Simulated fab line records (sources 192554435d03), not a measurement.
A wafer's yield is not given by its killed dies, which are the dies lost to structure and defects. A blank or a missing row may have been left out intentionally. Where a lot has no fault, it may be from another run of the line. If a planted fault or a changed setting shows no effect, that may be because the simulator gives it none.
A lot that was struck, set against a sound lot    flow n5 finfet    36 out of 1938 route steps
Sound: the wafers L474.1, L474.2, L474.6. The struck wafers were L479.2, L479.4, L479.6. Last of all comes the cause.
At each step with rows: each side's tool, then ch and its chambers, then its first start. Under that, the readings that differ: sound wafers    struck wafers    difference of the means    sigmas: that difference in standard deviations of wafers without a fault.
alike: readings with means less than 2 such deviations apart, plus words and numbers identical on both sides. not compared: withheld readings, readings lacking a value on some wafer, bounds such as >300 that could conceal the same value, and numbers that have no deviation in the record and whose values overlap.
The two part at a step that has a row with sigmas, a row that says differs or no value, or rows on one side only. Non-overlapping numbers with no deviation appear without sigmas and do not part them. Lack of a reading on every wafer of one side parts them only where that side has two or more wafers.

first, 9 steps without rows for these wafers: N5_BEOL_M4_ANNEAL_95 (time 240 s); N5_BEOL_M4_SPUTTER_96 (material Cu, target thk 4.5 nm, time 8.29 s); N5_BEOL_M4_ECD_50 (material Cu, target thk 300 nm); N5_BEOL_M4_ANNEAL_51 (time 90 s); N5_BEOL_M4_CMP_52 (polishes, stops on SiOC, t overpolish 6.8 s, target thk 40 nm); N5_BEOL_M4_PRE_CLEAN_60 (time 15 s); N5_BEOL_M4_CO_CAP_55 (material Co, precursor CCTBA/H2, target thk 2 nm, time 102.1 s); N5_BEOL_M4_PRE_CLEAN_56 (time 15 s); N5_BEOL_M4_DEP_57 (deposits SiCN from 3MS/NH3, target thk 8 nm, time 14 s).
N5_BEOL_M4_RC_MEAS_101:
  sound on prober-01 ch 0, day 8 12:35; struck on prober-01 ch 0, day 9 20:07
  alike: DIBL_N, DIBL_P, IOFF_N, IOFF_P, ION_N, ION_P, SS_N, SS_P, VT_N, VT_P
then, 24 steps without rows for these wafers: N5_BEOL_M5_ILD_DEP_00 (deposits SiCOH lowk from DEMS/porogen, target thk 140.64 nm, time 25.9 s); N5_BEOL_M5_CURE_79 (cures SiCOH lowk, time 240 s); N5_BEOL_M5_PECVD_70 (deposits SiO2 from TEOS/O2, target thk 16 nm, time 18 s); N5_BEOL_M5_HM_DEP_02 (deposits TiN, target thk 20 nm); N5_BEOL_M5_COAT_59 (time 60 s, resist thk 60 nm); N5_BEOL_M5_COAT_60 (time 60 s, resist thk 12 nm); N5_BEOL_M5_COAT_71 (time 60 s, resist thk 5 nm); N5_BEOL_M5_COAT_05 (resist thk 30 nm); N5_BEOL_M5_EBR_07; N5_BEOL_M5_SOFTBAKE_06 (time 60 s); N5_BEOL_M5_EXPOSE_08 (exposes mask M5, target cd 28 nm); N5_BEOL_M5_PEB_09 (peb time 60 s); N5_BEOL_M5_DEVELOP_10 (develop time 30 s); N5_BEOL_M5_DESCUM_16 (chemistry O2, time 7 s); N5_BEOL_M5_ETCH_72 (etches underlayer in N2/H2, target depth 6.5 nm, time 5.2 s); N5_BEOL_M5_ETCH_61 (etches SiARC in CF4, target depth 15.6 nm, time 26 s); N5_BEOL_M5_ETCH_62 (etches SOC in N2/H2, target depth 75 nm, overetch 15 nm, time 112.5 s); N5_BEOL_M5_STRIP_63 (strips in N2/H2); N5_BEOL_M5_STRIP_73 (strips in N2/H2); N5_BEOL_M5_STRIP_64 (strips in CF4); N5_BEOL_M5_HM_OPEN_17 (chemistry Cl2/BCl3, target TiN, target depth 20 nm, overetch 6 nm); N5_BEOL_M5_STRIP_19 (strips in O2); N5_BEOL_M5_COAT_65 (time 60 s, resist thk 60 nm); N5_BEOL_M5_COAT_66 (time 60 s, resist thk 12 nm).
-- record jumps: 3 days separate the struck wafers' starts on either side; left off in module BEOL_M5, taken up again in module BEOL_M14, whose first shown step is the route's number 1756 --
N5_BEOL_M14_STRIP_37: strips in O2.
  sound on rie diel-04 ch 1,2,3, day 12 01:27; struck on rie diel-03 ch 1,3, day 13 04:21
  no value came back on the struck wafers for any of 7 readings (bias power w (W), chamber pressure mTorr (mTorr) and others); on the sound wafers bias power w (W) reads 0 0 0
  not compared: rf hours counter h
N5_PASSIVATION_PROBE_49:
  rows exist in the record for the struck wafers here (prober-01, day 14 01:29), but not for the sound ones

== WHERE THEY PART ==
At N5_BEOL_M14_STRIP_37 first; at N5_PASSIVATION_PROBE_49 last (within this record only).

WHY: the cause the simulator had injected
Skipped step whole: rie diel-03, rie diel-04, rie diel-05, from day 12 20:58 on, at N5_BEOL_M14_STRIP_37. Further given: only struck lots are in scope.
